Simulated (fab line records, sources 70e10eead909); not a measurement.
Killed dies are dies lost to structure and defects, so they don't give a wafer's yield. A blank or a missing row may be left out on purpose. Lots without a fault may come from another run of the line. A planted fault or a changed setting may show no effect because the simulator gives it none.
Which tool did it? | flow nand_harc | 15 lots, 45 wafers sampled, at 4 steps of a route of 1159

WHAT THE GAUGES READ, wafer by wafer
The record holds no reading of a measuring or inspecting step that can be judged against a usual standard deviation.

WHICH TOOL RAN EACH LOT (tool, then ch and the chambers of the sampled wafers, then the start)
lot  | NHARC_P_M2_PVD_21                       | NHARC_P_M2_PRE_CLEAN_32         | NHARC_P_M2_DEP_33               | NHARC_P_BONDPAD_EXPOSE_06
L195 | pvd_sputter-03, day 5 21:26 or earlier  | pecvd-02 ch 1,2, day 5 21:26    | pecvd-02 ch 1,2, day 5 21:33    | krf_scanner-02 ch 0, day 5 22:59
L196 | pvd_sputter-01, day 6 06:49 or earlier  | pecvd-01 ch 0,1,2, day 6 06:49  | pecvd-01 ch 0,1,2, day 6 06:54  | krf_scanner-02 ch 0, day 6 08:16
L200 | pvd_sputter-01, day 7 05:38 or earlier  | pecvd-03 ch 0,1, day 7 05:38    | pecvd-03 ch 0,1, day 7 05:44    | krf_scanner-02 ch 0, day 7 07:11
L202 | pvd_sputter-01, day 8 02:30 or earlier  | pecvd-03 ch 0,1,2, day 8 02:30  | pecvd-03 ch 0,1,2, day 8 02:38  | krf_scanner-02 ch 0, day 8 03:55
L203 | pvd_sputter-01, day 8 13:10 or earlier  | pecvd-03 ch 0,1,2, day 8 13:10  | pecvd-03 ch 0,1,2, day 8 13:16  | krf_scanner-04, day 8 14:43
L204 | pvd_sputter-01, day 8 19:07 or earlier  | pecvd-02 ch 0,1, day 8 19:07    | pecvd-02 ch 0,1, day 8 19:12    | krf_scanner-03, day 8 20:41
L205 | pvd_sputter-03, day 9 00:57 or earlier  | pecvd-03 ch 0,1,2, day 9 00:57  | pecvd-03 ch 0,1,2, day 9 01:04  | krf_scanner-03, day 9 02:23
L209 | pvd_sputter-01, day 10 07:55 or earlier | pecvd-01 ch 1,2, day 10 07:55   | pecvd-01 ch 1,2, day 10 07:59   | krf_scanner-02 ch 0, day 10 09:20
L211 | pvd_sputter-02, day 10 14:43 or earlier | pecvd-02 ch 0,2, day 10 14:43   | pecvd-02 ch 0,2, day 10 14:48   | krf_scanner-03 ch 0, day 10 16:10
L213 | pvd_sputter-01, day 10 16:53 or earlier | pecvd-03 ch 0,2, day 10 16:53   | pecvd-03 ch 0,2, day 10 16:58   | krf_scanner-02 ch 0, day 10 18:28
L212 | pvd_sputter-02, day 10 18:02 or earlier | pecvd-03 ch 0,1,2, day 10 18:02 | pecvd-03 ch 0,1,2, day 10 18:13 | krf_scanner-02 ch 0, day 10 19:29
L214 | pvd_sputter-02, day 11 01:07 or earlier | pecvd-03 ch 0,1, day 11 01:07   | pecvd-03 ch 0,1, day 11 01:12   | krf_scanner-04 ch 0, day 11 02:41
L216 | pvd_sputter-03, day 11 17:10 or earlier | pecvd-01 ch 0,1, day 11 17:10   | pecvd-01 ch 0,1, day 11 17:22   | krf_scanner-03 ch 0, day 11 18:59
L217 | pvd_sputter-02, day 11 17:36 or earlier | pecvd-02 ch 0,1,2, day 11 17:36 | pecvd-02 ch 0,1,2, day 11 17:41 | krf_scanner-02 ch 0, day 11 19:11
L218 | pvd_sputter-02, day 12 02:55 or earlier | pecvd-01 ch 0,1,2, day 12 02:55 | pecvd-01 ch 0,1,2, day 12 03:00 | krf_scanner-03 ch 0, day 12 04:29
- NHARC_P_M2_PVD_21: deposits Cu, target thk 30 nm, time 20.49 s.
- NHARC_P_M2_PRE_CLEAN_32: time 12 s.
- NHARC_P_M2_DEP_33: deposits SiCN, target thk 30 nm.
- NHARC_P_BONDPAD_EXPOSE_06: exposes mask P BPAD.

WHAT THE TOOLS THEMSELVES READ (means of the sampled wafers that have a number; where no wafer has one, the mark that the record gives instead)
NHARC_P_M2_PVD_21. Usual: substrate_temp_c 30.00 C, standard deviation 0.11; throttle_valve_pct 29.9 %, standard deviation 0.75.
lot  | tool           | substrate_temp_c (C) | throttle_valve_pct (%) | flag
L195 | pvd_sputter-03 | 30.01                | 30.3                   |
L196 | pvd_sputter-01 | 30.08                | 29.8                   |
L200 | pvd_sputter-01 | 30.05                | 29.5                   |
L202 | pvd_sputter-01 | 30.10                | 29.5                   |
L203 | pvd_sputter-01 | 29.97                | 29.6                   |
L204 | pvd_sputter-01 | 30.03                | 30.4                   |
L205 | pvd_sputter-03 | 29.89                | 29.6                   |
L209 | pvd_sputter-01 | 29.88                | 29.9                   |
L211 | pvd_sputter-02 | 29.97                | 29.9                   |
L213 | pvd_sputter-01 | 30.05                | 29.9                   |
L212 | pvd_sputter-02 | 30.01                | 29.1                   |
L214 | pvd_sputter-02 | 30.00                | 30.1                   |
L216 | pvd_sputter-03 | 29.98                | 30.0                   |
L217 | pvd_sputter-02 | 30.02                | 29.8                   |
L218 | pvd_sputter-02 | 30.02                | 29.9                   |

NHARC_P_M2_PRE_CLEAN_32. Usual: heater_power_w 623 W, standard deviation 63; rf_fwd_power_W 292.5 W, standard deviation 0.98.
lot  | tool     | heater_power_w (W) | rf_fwd_power_W (W) | flag
L195 | pecvd-02 | 659                | 293.1              |
L196 | pecvd-01 | 597                | 293.2              |
L200 | pecvd-03 | 573                | 292.2              |
L202 | pecvd-03 | 619                | 292.2              |
L203 | pecvd-03 | 632                | 292.7              |
L204 | pecvd-02 | 654                | 293.1              |
L205 | pecvd-03 | 619                | 292.3              |
L209 | pecvd-01 | 647                | 291.9              |
L211 | pecvd-02 | 655                | 291.6              |
L213 | pecvd-03 | 573                | 292.2              |
L212 | pecvd-03 | 606                | 292.2              |
L214 | pecvd-03 | 588                | 292.4              |
L216 | pecvd-01 | 559                | 293.3              |
L217 | pecvd-02 | 655                | 293.0              |
L218 | pecvd-01 | 605                | 292.5              |

NHARC_P_M2_DEP_33. Usual: heater_power_w 562 W, standard deviation 74; rf_fwd_power_W 449.2 W, standard deviation 1.2.
lot  | tool     | heater_power_w (W) | rf_fwd_power_W (W) | flag
L195 | pecvd-02 | 519                | 448.7              |
L196 | pecvd-01 | 555                | 450.3              |
L200 | pecvd-03 | 551                | 449.4              |
L202 | pecvd-03 | 570                | 449.9              |
L203 | pecvd-03 | 562                | 449.4              |
L204 | pecvd-02 | 633                | 449.0              |
L205 | pecvd-03 | 592                | 449.4              |
L209 | pecvd-01 | 490                | 448.2              |
L211 | pecvd-02 | 652                | 448.8              |
L213 | pecvd-03 | 595                | 449.3              |
L212 | pecvd-03 | 547                | 449.9              |
L214 | pecvd-03 | 508                | 449.4              |
L216 | pecvd-01 | 567                | 449.6              |
L217 | pecvd-02 | 560                | 449.7              |
L218 | pecvd-01 | 563                | 450.2              |

NHARC_P_BONDPAD_EXPOSE_06. Usual: exposure_dose_mJ_cm2 37.3, standard deviation 0.3; focus_offset_nm 0.0 nm, standard deviation 0.49.
lot  | tool           | exposure_dose_mJ_cm2 | focus_offset_nm (nm) | flag
L195 | krf_scanner-02 | 37.1                 | 0.6                  |
L196 | krf_scanner-02 | 37.0                 | 0.5                  |
L200 | krf_scanner-02 | 37.1                 | -0.0                 |
L202 | krf_scanner-02 | 37.0                 | -0.1                 |
L203 | krf_scanner-04 | -                    | -                    | OFF
L204 | krf_scanner-03 | -                    | -                    | OFF
L205 | krf_scanner-03 | -                    | -                    | OFF
L209 | krf_scanner-02 | 37.0                 | -0.3                 |
L211 | krf_scanner-03 | 37.7                 | -0.3                 |
L213 | krf_scanner-02 | 37.0                 | -0.2                 |
L212 | krf_scanner-02 | 37.0                 | 0.1                  |
L214 | krf_scanner-04 | 37.0                 | -0.4                 |
L216 | krf_scanner-03 | 37.7                 | 0.2                  |
L217 | krf_scanner-02 | 37.1                 | -0.3                 |
L218 | krf_scanner-03 | 37.7                 | 0.5                  |

THE ANSWER, worked out from the rows above alone
Rule: a lot is off if the mean of its wafers that have a number lies more than 3 standard deviations from the usual mean. A lot without any number at a reading at which 4 lots or more have one is off too. The other lots that the step has rows for count as sound. The gauges are gone through in route order, then the tools' own readings, and for those a lot's mean is taken as printed above. The first step at which some lot is off is used, and at that step the reading that is off furthest; a lot without a number counts as furthest.
Off: L203, L204, L205, at NHARC_P_BONDPAD_EXPOSE_06 (exposure_dose_mJ_cm2). Without a number there: L203, L204, L205.
A tool fits if, at that step or a process step before it, it ran every lot that is off, and no sound lot after the first of them. NHARC_P_M2_PVD_21 gives no start for some lots, so the hours and the order of its lots are those of NHARC_P_M2_PRE_CLEAN_32. None of those tried fits.

WHAT THE SIMULATOR HAD PUT IN
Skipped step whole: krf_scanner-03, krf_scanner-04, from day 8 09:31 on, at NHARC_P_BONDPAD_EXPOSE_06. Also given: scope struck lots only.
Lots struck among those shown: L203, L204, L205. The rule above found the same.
